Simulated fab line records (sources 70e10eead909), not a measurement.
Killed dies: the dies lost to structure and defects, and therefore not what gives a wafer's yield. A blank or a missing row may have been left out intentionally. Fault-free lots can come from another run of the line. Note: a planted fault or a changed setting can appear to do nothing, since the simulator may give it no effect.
Which tool did it? ; flow nandHarc ; 24 lots with 72 wafers sampled at 4 steps, on a route of 1159 steps

== WHAT THE GAUGES SHOWED, per wafer ==
NHARC_P_STI_CD_MEAS_09: the cd target is 200 nm.
lot;measured;on;cdNm (nm)
L074;day 2 12:47;cdSem-01;200.6 203.3 201.0
L076;day 2 20:55;cdSem-01;199.6 201.6 203.3
L075;day 2 21:04;cdSem-03;198.5 198.1 201.1
L077;day 3 10:59;cdSem-01;196.2 202.6 200.0
L078;day 3 11:08;cdSem-01;204.2 202.5 202.6
L080;day 3 19:37;cdSem-02;205.9 201.7 202.7
L079;day 3 19:38;cdSem-01;201.4 200.7 200.5
L081;day 4 06:34;cdSem-03;203.2 202.7 201.9
L082;day 4 11:05;cdSem-03;202.7 201.4 203.7
L083;day 4 17:30;cdSem-01;203.1 200.6 198.6
L084;day 5 00:45;cdSem-01;202.4 206.1 201.8
L085;day 5 06:13;cdSem-01;201.5 203.8 203.0
L086;day 5 11:55;cdSem-02;201.7 204.3 201.8
L087;day 5 18:41;cdSem-01;199.9 203.5 201.2
L088;day 6 02:18;cdSem-01;200.4 202.7 203.0
L089;day 6 02:28;cdSem-01;201.3 198.9 199.9
L090;day 6 10:43;cdSem-01;203.0 205.2 204.6
L091;day 6 18:37;cdSem-01;203.5 200.9 202.0
L092;day 7 02:53;cdSem-02;201.6 199.6 195.5
L093;day 7 11:22;cdSem-03;200.9 199.7 202.8
L094;day 7 11:32;cdSem-01;198.5 200.6 200.5
L095;day 7 17:44;cdSem-01;201.4 204.4 200.7
L097;day 8 01:29;cdSem-02;202.5 205.3 201.5
L096;day 8 01:38;cdSem-01;200.4 202.2 200.9

NHARC_P_GATE_CD_MEAS_59: the cd target is 720 nm.
lot;measured;on;cdNm (nm)
L074;day 5 10:46;cdSem-03;719.8 719.1 721.1
L076;day 5 14:35;cdSem-02;723.0 722.5 722.6
L075;day 5 15:58;cdSem-03;720.6 721.2 721.5
L077;day 6 11:18;cdSem-01;720.7 720.6 722.5
L078;day 6 08:41;cdSem-02;721.8 718.1 718.9
L080;day 6 15:22;cdSem-03;719.3 718.5 720.0
L079;day 6 14:36;cdSem-02;723.7 721.9 719.6
L081;day 7 02:42;cdSem-03;720.9 721.0 720.3
L082;day 7 03:19;cdSem-02;721.2 720.2 719.6
L083;day 7 19:47;cdSem-01;722.0 720.8 721.1
L084;day 7 19:24;cdSem-02;719.9 719.8 721.2
L085;day 8 02:23;cdSem-02;721.8 719.5 718.9
L086;day 8 12:39;cdSem-02;723.0 719.8 722.0
L087;day 8 12:56;cdSem-02;723.0 724.6 720.9
L088;day 9 03:01;cdSem-02;723.6 722.0 723.1
L089;day 9 03:18;cdSem-01;721.8 720.5 724.9
L090;day 9 09:28;cdSem-03;718.5 722.6 718.9
L091;day 9 15:17;cdSem-02;722.2 722.0 722.0
L092;day 9 23:59;cdSem-02;722.2 719.5 719.7
L093;day 10 03:47;cdSem-03;721.0 719.1 718.0
L094;day 10 04:20;cdSem-03;719.6 717.3 719.8
L095;day 10 15:03;cdSem-02;720.5 722.0 721.5
L097;day 10 19:05;cdSem-03;721.4 721.5 721.3
L096;day 10 18:27;cdSem-03;721.6 721.7 723.4

== TOOL THAT RAN EACH LOT (tool first, then ch and the chambers of the sampled wafers, then the start) ==
lot;NHARC_P_GATE_DESCUM_31;NHARC_P_GATE_STRIP_101
L074;rieDiel-13 ch 0,1,2, day 4 20:43;rieDiel-11 ch 0,1,3, day 5 07:43
L076;rieDiel-13 ch 0,2,3, day 5 00:32;rieDiel-11 ch 0,1, day 5 12:02
L075;rieDiel-13 ch 0,1,2, day 5 00:17;rieDiel-13 ch 0,1,3, day 5 13:18
L077;rieDiel-13 ch 0,1, day 5 19:27;rieDiel-09 ch 0,1,3, day 6 08:43
L078;rieDiel-13 ch 0,2,3, day 5 19:13;rieDiel-09 ch 1,3, day 6 06:08
L080;rieDiel-09 ch 2,3, day 6 01:38;rieDiel-11 ch 2,3, day 6 12:32
L079;rieDiel-13 ch 1,2, day 6 01:09;rieDiel-11 ch 1,2, day 6 11:58
L081;rieDiel-13 ch 0,2,3, day 6 13:04;rieDiel-13 ch 1,2, day 7 00:08
L082;rieDiel-13 ch 0,1,3, day 6 13:15;rieDiel-11 ch 0,1,2, day 7 00:15
L083;rieDiel-13 ch 0,1,3, day 7 06:21;rieDiel-11 ch 0,1,3, day 7 17:19
L084;rieDiel-13 ch 0,1,2, day 7 05:58;rieDiel-13 ch 0,1,3, day 7 16:50
L085;rieDiel-11 ch 1,2, day 7 06:42;rieDiel-13 ch 1,2,3, day 7 23:47
L086;rieDiel-13 ch 0,1, day 7 23:13;rieDiel-13 ch 0,1,3, day 8 10:06
L087;rieDiel-11 ch 1,2,3, day 7 23:23;rieDiel-13 ch 1,2,3, day 8 10:14
L088;rieDiel-11 ch 0,3, day 8 13:19;rieDiel-13 ch 0,1,3, day 9 00:21
L089;rieDiel-11 ch 0,2,3, day 8 13:55;rieDiel-09 ch 0,2,3, day 9 00:45
L090;rieDiel-11 ch 0,1,2, day 8 19:37;rieDiel-13 ch 1,2,3, day 9 06:47
L091;rieDiel-09 ch 1,2, day 9 01:30;rieDiel-13 ch 1,2,3, day 9 12:37
L092;rieDiel-13 ch 0,1,3, day 9 07:48;rieDiel-13 ch 0,1, day 9 21:26
L093;rieDiel-13 ch 1,3, day 9 14:20;rieDiel-13 ch 0,1,3, day 10 01:20
L094;rieDiel-13 ch 1,2, day 9 14:58;rieDiel-09 ch 2,3, day 10 01:54
L095;rieDiel-13 ch 0,1,2, day 10 01:34;rieDiel-09 ch 0,1,3, day 10 12:29
L097;rieDiel-11 ch 0,2,3, day 10 05:04;rieDiel-09 ch 0,1,2, day 10 16:25
L096;rieDiel-13 ch 0,1, day 10 04:55;rieDiel-11 ch 1,3, day 10 15:47
- NHARC_P_GATE_DESCUM_31: chemistry O2, time 3 s.
- NHARC_P_GATE_STRIP_101: strips in O2, time 20 s.

== AS READ BY THE TOOLS THEMSELVES (means over the sampled wafers that have a number; for cases with no such wafer, the mark the record gives instead) ==
NHARC_P_GATE_DESCUM_31.
lot;tool;drypumpMotorCurrentA (A);oesProductAu (a.u.);rfVppV (V);showerheadPlenumPTorr (Torr);throttleValvePct (%)
L074;rieDiel-13;5.9;1.011;57.6;1.94;11.308
L076;rieDiel-13;5.6;1.005;57.4;1.93;11.311
L075;rieDiel-13;5.9;1.012;57.8;1.94;11.312
L077;rieDiel-13;5.9;0.993;58.1;1.92;11.315
L078;rieDiel-13;5.6;1.017;57.9;1.93;11.316
L080;rieDiel-09;5.5;0.992;57.7;1.92;11.306
L079;rieDiel-13;6.2;1.005;58.6;1.96;11.318
L081;rieDiel-13;5.6;1.014;57.9;1.93;11.303
L082;rieDiel-13;5.6;1.002;58.0;1.91;11.307
L083;rieDiel-13;5.6;0.998;57.4;1.91;11.314
L084;rieDiel-13;5.9;1.002;58.1;1.94;11.300
L085;rieDiel-11;5.6;0.997;57.3;1.88;11.312
L086;rieDiel-13;5.8;1.006;58.1;1.92;11.315
L087;rieDiel-11;5.4;0.994;57.0;1.90;11.311
L088;rieDiel-11;5.7;1.009;57.4;1.91;11.306
L089;rieDiel-11;5.7;1.002;56.9;1.93;11.315
L090;rieDiel-11;5.8;0.989;58.0;1.91;11.315
L091;rieDiel-09;6.3;0.999;58.1;1.99;11.312
L092;rieDiel-13;5.6;1.006;58.4;1.90;11.311
L093;rieDiel-13;5.7;0.986;57.9;1.89;11.314
L094;rieDiel-13;6.1;0.997;58.4;1.92;11.308
L095;rieDiel-13;6.0;0.999;57.3;1.93;11.308
L097;rieDiel-11;5.7;0.990;57.5;1.93;11.317
L096;rieDiel-13;5.9;0.998;58.0;1.91;11.313

NHARC_P_GATE_STRIP_101.
lot;tool;drypumpMotorCurrentA (A);oesProductAu (a.u.);rfVppV (V);showerheadPlenumPTorr (Torr);throttleValvePct (%)
L074;rieDiel-11;5.4;0.997;57.8;3.49;17.041
L076;rieDiel-11;5.8;1.001;57.0;3.50;17.040
L075;rieDiel-13;5.6;1.002;57.4;3.52;17.036
L077;rieDiel-09;6.0;0.991;58.4;3.63;17.042
L078;rieDiel-09;6.4;0.998;58.4;3.63;17.040
L080;rieDiel-11;5.7;0.995;57.2;3.61;17.040
L079;rieDiel-11;5.8;0.993;57.2;3.57;17.036
L081;rieDiel-13;6.2;1.011;57.6;3.60;17.025
L082;rieDiel-11;5.8;0.989;57.3;3.53;17.038
L083;rieDiel-11;5.5;1.006;57.5;3.48;17.036
L084;rieDiel-13;5.6;1.000;58.4;3.52;17.032
L085;rieDiel-13;5.8;1.002;57.4;3.54;17.040
L086;rieDiel-13;5.6;1.003;58.1;3.52;17.030
L087;rieDiel-13;5.8;1.001;56.7;3.54;17.030
L088;rieDiel-13;5.6;1.002;58.4;3.51;17.030
L089;rieDiel-09;5.5;1.001;58.1;3.57;17.034
L090;rieDiel-13;5.8;1.002;57.4;3.54;17.032
L091;rieDiel-13;5.8;1.004;56.9;3.54;17.036
L092;rieDiel-13;5.7;1.000;58.9;3.54;17.032
L093;rieDiel-13;5.6;1.003;58.0;3.51;17.026
L094;rieDiel-09;5.6;0.997;57.5;3.48;17.038
L095;rieDiel-09;6.0;1.008;58.2;3.61;17.035
L097;rieDiel-09;5.9;1.001;59.0;3.66;17.044
L096;rieDiel-11;5.2;0.998;58.1;3.41;17.037

== THE ANSWER, worked out from the rows above alone ==
Rule: the lots themselves supply what counts as usual. The widest of any qualifying gaps counts: lots, ordered by their means at a reading, are off when they make up no more than a third of the lots, leave a main group of 4 or more, and stand apart from it by 3 or more times the standard deviation of that group's means. A main group is skipped when, at the precision printed for the reading in the tables above, its means are all equal. A lot without any number at a reading at which 4 lots or more have one is off too. Where the step has rows for the other lots, those lots are counted as sound. After the gauges, taken in route order, come the tools' own readings; for these a lot's mean is taken, as printed above. The first step at which some lot is off is used, and at that step the reading that is off furthest; a lot without a number counts as furthest.
None of the lots is off at any reading shown; this tells nothing.

== WHAT THE SIMULATOR PUT IN ==
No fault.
